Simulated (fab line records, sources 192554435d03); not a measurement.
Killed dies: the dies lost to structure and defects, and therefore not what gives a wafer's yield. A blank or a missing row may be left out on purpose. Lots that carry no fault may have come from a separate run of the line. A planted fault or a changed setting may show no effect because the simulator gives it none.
Which tool was responsible? -- flow n5Finfet -- Sampling: 9 lots, 27 wafers, 6 of 1938 route steps

WHAT EACH GAUGE READ, for each wafer
N5_HKMG_FIN_INSPECT_28: inspects for defects (darkfield). Usual: rawDefectCount at 43, with a standard deviation of 18.
lot,measured,on,rawDefectCount,flag
L666,day 4 20:41,defectInspect-02,52 20 31,
L669,day 5 02:49,defectInspect-01,31 23 52,
L674,day 6 12:07,defectInspect-02,806 84 37,OFF
L675,day 6 18:40,defectInspect-01,55 797 62,OFF
L685,day 9 04:34,defectInspect-02,52 36 47,
L686,day 9 10:33,defectInspect-01,18 23 32,
L687,day 9 13:21,defectInspect-01,30 50 31,
L688,day 9 19:26,defectInspect-02,65 30 39,
L689,day 10 06:43,defectInspect-01,42 24 38,

N5_BEOL_M4_RC_MEAS_101. Usual: DIBL_N 36.4 mV/V, standard deviation 1.6; DIBL_P 36.2 mV/V, standard deviation 1.8; IOFF_N 0.159 nA/um, standard deviation 0.029; IOFF_P 0.21 nA/um, standard deviation 0.034; ION_N 670 uA/um, standard deviation 12; ION_P 459 uA/um, standard deviation 8.2; SS_N 71.5 mV/dec, standard deviation 0.59; SS_P 73.2 mV/dec, standard deviation 0.54; VT_N 250 mV, standard deviation 3.3; VT_P -250 mV, standard deviation 3.7.
lot,measured,on,DIBL_N (mV/V),DIBL_P (mV/V),IOFF_N (nA/um),IOFF_P (nA/um),ION_N (uA/um),ION_P (uA/um),SS_N (mV/dec),SS_P (mV/dec),VT_N (mV),VT_P (mV),flag
L666,day 8 20:48,prober-02,35.8 36.6 36.6,37.4 37.3 37.5,0.150 0.153 0.164,0.20 0.20 0.21,673 659 671,460 447 459,71.2 71.3 71.5,73.4 73.6 73.1,248 251 251,-251 -252 -254,
L669,day 9 17:08,prober-02,38.1 39.7 37.4,36.5 38.4 35.3,0.204 0.260 0.191,0.25 0.31 0.24,697 698 683,472 477 469,72.2 72.9 72.1,73.0 73.5 73.2,248 243 247,-247 -241 -247,
L674,day 11 16:36,prober-01,35.4 34.2 36.1,35.6 34.4 38.2,0.146 0.130 0.167,0.17 0.15 0.20,671 657 672,458 442 455,71.8 72.3 72.0,72.9 72.1 73.4,250 255 249,-255 -256 -251,
L675,day 10 09:16,prober-01,38.3 38.0 38.2,37.5 36.8 37.1,0.176 0.173 0.184,0.27 0.24 0.26,669 692 678,462 473 468,71.5 71.6 71.8,74.3 73.7 74.1,248 247 247,-245 -248 -243,
L685,day 13 05:46,prober-02,39.8 34.7 37.9,38.1 34.4 36.6,0.211 0.128 0.181,0.25 0.20 0.24,673 667 677,456 459 458,72.7 70.1 72.7,74.5 72.9 73.4,243 251 246,-251 -249 -248,
L686,day 13 16:05,prober-02,39.1 38.5 39.0,37.3 36.3 38.0,0.199 0.188 0.196,0.22 0.21 0.25,683 695 679,460 470 462,71.9 71.4 71.4,73.5 73.1 73.4,247 245 245,-250 -250 -246,
L687,day 13 23:15,prober-02,35.5 38.6 36.9,34.9 39.7 37.1,0.113 0.190 0.152,0.14 0.20 0.16,649 673 675,443 453 455,71.2 72.2 71.9,72.3 73.7 72.9,257 250 251,-262 -253 -258,
L688,day 14 19:29,prober-01,36.1 37.3 33.1,37.1 39.1 34.9,0.157 0.196 0.117,0.22 0.26 0.19,657 689 652,458 472 460,71.7 71.7 70.8,73.4 73.6 72.5,253 247 253,-250 -248 -250,
L689,day 14 23:20,prober-02,37.0 32.8 32.9,37.7 33.8 34.5,0.179 0.114 0.119,0.27 0.20 0.23,671 657 660,468 466 464,72.1 70.8 70.8,73.9 72.3 73.0,248 255 249,-245 -246 -247,

WHAT TOOL EACH LOT RAN ON (gives the tool, then ch and the chambers of the sampled wafers, and finally the start)
lot,N5_HKMG_FIN_ALD_91,N5_HKMG_FIN_ALD_21,N5_HKMG_FIN_CMP_94,N5_GATE_CUT_CMP_02
L666,"aldMetal-04 ch 0,2,3, day 4 14:22","aldMetal-01 ch 1,2,3, day 4 16:31","cmp-02 ch 1,2,3, day 4 20:32","cmp-03 ch 1,2, day 5 00:02"
L669,"aldMetal-01 ch 2,3, day 4 23:25","aldMetal-02 ch 0,1,2, day 5 01:34","cmp-04 ch 0,1,3, day 5 02:41","cmp-03 ch 0,1,2, day 5 07:22"
L674,"aldMetal-04 ch 0,1,2, day 6 08:35","aldMetal-02 ch 0,1,3, day 6 10:51","cmp-02 ch 1,2,3, day 6 11:53","cmp-03 ch 1,2,3, day 6 15:02"
L675,"aldMetal-02 ch 0,2,3, day 6 15:09","aldMetal-02 ch 0,3, day 6 17:26","cmp-02 ch 0,2,3, day 6 18:30","cmp-02 ch 0,3, day 6 21:53"
L685,"aldMetal-02 ch 1,2,3, day 9 01:07","aldMetal-02 ch 0,1,3, day 9 03:19","cmp-01 ch 0,1,3, day 9 04:22","cmp-03 ch 0,1,3, day 9 07:29"
L686,"aldMetal-02 ch 1,2, day 9 07:10","aldMetal-04 ch 0,1,2, day 9 09:19","cmp-01 ch 2,3, day 9 10:21","cmp-02 ch 0,1,3, day 9 13:34"
L687,"aldMetal-02 ch 2,3, day 9 09:55","aldMetal-04 ch 1,2,3, day 9 12:04","cmp-04 ch 2,3, day 9 13:08","cmp-04 ch 0,2,3, day 9 16:23"
L688,"aldMetal-04 ch 1,2,3, day 9 15:58","aldMetal-01 ch 0,1,3, day 9 18:11","cmp-02 ch 1,2,3, day 9 19:13","cmp-04 ch 0,1,3, day 9 22:36"
L689,"aldMetal-01 ch 1,2, day 10 03:12","aldMetal-02 ch 0,1,2, day 10 05:29","cmp-01 ch 0,1,2, day 10 06:33","cmp-03 ch 0,1,2, day 10 09:59"
- N5_HKMG_FIN_ALD_91: deposits TiN, target thk 1 nm, pulse time 1 s, purge time 3 s.
- N5_HKMG_FIN_ALD_21: deposits TiN, target thk 1.5 nm, pulse time 1 s, purge time 3 s.
- N5_HKMG_FIN_CMP_94: polishes, stops on SiNx, t overpolish 4.7 s, target thk 43.299 nm.
- N5_GATE_CUT_CMP_02: polishes, stops on SiO2, t overpolish 12.7 s, target thk 0 nm.

AS READ BY THE TOOLS THEMSELVES (means over the sampled wafers that have a number; for cases with no such wafer, the mark the record gives instead)
N5_HKMG_FIN_ALD_91. Usual: chamberPressureTorr 3.000 Torr, standard deviation 0.0074; heaterPowerW 937 W, standard deviation 62; precursorPulseHeightRel 0.999, standard deviation 0.021.
lot,tool,chamberPressureTorr (Torr),heaterPowerW (W),precursorPulseHeightRel,flag
L666,aldMetal-04,3.010,962,1.004,
L669,aldMetal-01,3.001,911,0.968,
L674,aldMetal-04,2.999,913,1.002,
L675,aldMetal-02,2.998,925,0.992,
L685,aldMetal-02,3.001,927,0.984,
L686,aldMetal-02,2.996,943,1.001,
L687,aldMetal-02,2.999,961,1.001,
L688,aldMetal-04,3.005,931,1.016,
L689,aldMetal-01,3.003,969,0.979,

N5_HKMG_FIN_ALD_21. Usual: chamberPressureTorr 3.001 Torr, standard deviation 0.0074; heaterPowerW 944 W, standard deviation 55; precursorPulseHeightRel 0.998, standard deviation 0.02.
lot,tool,chamberPressureTorr (Torr),heaterPowerW (W),precursorPulseHeightRel,flag
L666,aldMetal-01,3.002,951,1.000,
L669,aldMetal-02,3.005,924,1.004,
L674,aldMetal-02,2.997,915,1.011,
L675,aldMetal-02,3.001,903,0.988,
L685,aldMetal-02,2.994,935,1.010,
L686,aldMetal-04,3.001,904,0.975,
L687,aldMetal-04,3.002,905,1.014,
L688,aldMetal-01,3.010,973,1.002,
L689,aldMetal-02,3.003,900,0.978,

N5_HKMG_FIN_CMP_94. Usual: motorCurrentA at 12.2 A, with a standard deviation of 1.6.
lot,tool,motorCurrentA (A),flag
L666,cmp-02,12.2,
L669,cmp-04,12.3,
L674,cmp-02,12.3,
L675,cmp-02,11.3,
L685,cmp-01,11.2,
L686,cmp-01,13.4,
L687,cmp-04,12.9,
L688,cmp-02,12.6,
L689,cmp-01,11.3,

N5_GATE_CUT_CMP_02. Usual: motorCurrentA 9.2 A, standard deviation 0.95; overpolishRunS 12.701 s, standard deviation 0.0086; timeToEndpointS 24.1 s, standard deviation 2.6.
lot,tool,motorCurrentA (A),overpolishRunS (s),timeToEndpointS (s),flag
L666,cmp-03,8.9,12.695,26.3,
L669,cmp-03,8.9,12.700,24.3,
L674,cmp-03,8.8,12.698,24.6,
L675,cmp-02,9.3,12.708,21.7,
L685,cmp-03,9.3,12.699,24.0,
L686,cmp-02,9.8,12.698,22.6,
L687,cmp-04,9.3,12.710,25.1,
L688,cmp-04,9.6,12.705,24.8,
L689,cmp-03,8.9,12.703,25.5,

THE ANSWER, worked out from the rows above alone
Rule: a lot counts as off when the mean over its wafers that have a number is more than 3 standard deviations away from the usual mean. A lot without any number at a reading at which 4 lots or more have one is off too. The other lots that the step has rows for count as sound. Order of review: gauges by route order, followed by the tools' own readings, for which a lot's mean as printed above is used. The first step at which some lot is off is used, and at that step the reading that is off furthest; a lot without a number counts as furthest.
Off: L674, L675, at N5_HKMG_FIN_INSPECT_28 (rawDefectCount).
A tool fits if, at a process step before that reading, it ran every lot that is off, and no sound lot after the first of them. The gauges at N5_HKMG_FIN_INSPECT_28 are tried like those tools. No candidate that was tried fits.

WHAT WAS PUT IN BY THE SIMULATOR
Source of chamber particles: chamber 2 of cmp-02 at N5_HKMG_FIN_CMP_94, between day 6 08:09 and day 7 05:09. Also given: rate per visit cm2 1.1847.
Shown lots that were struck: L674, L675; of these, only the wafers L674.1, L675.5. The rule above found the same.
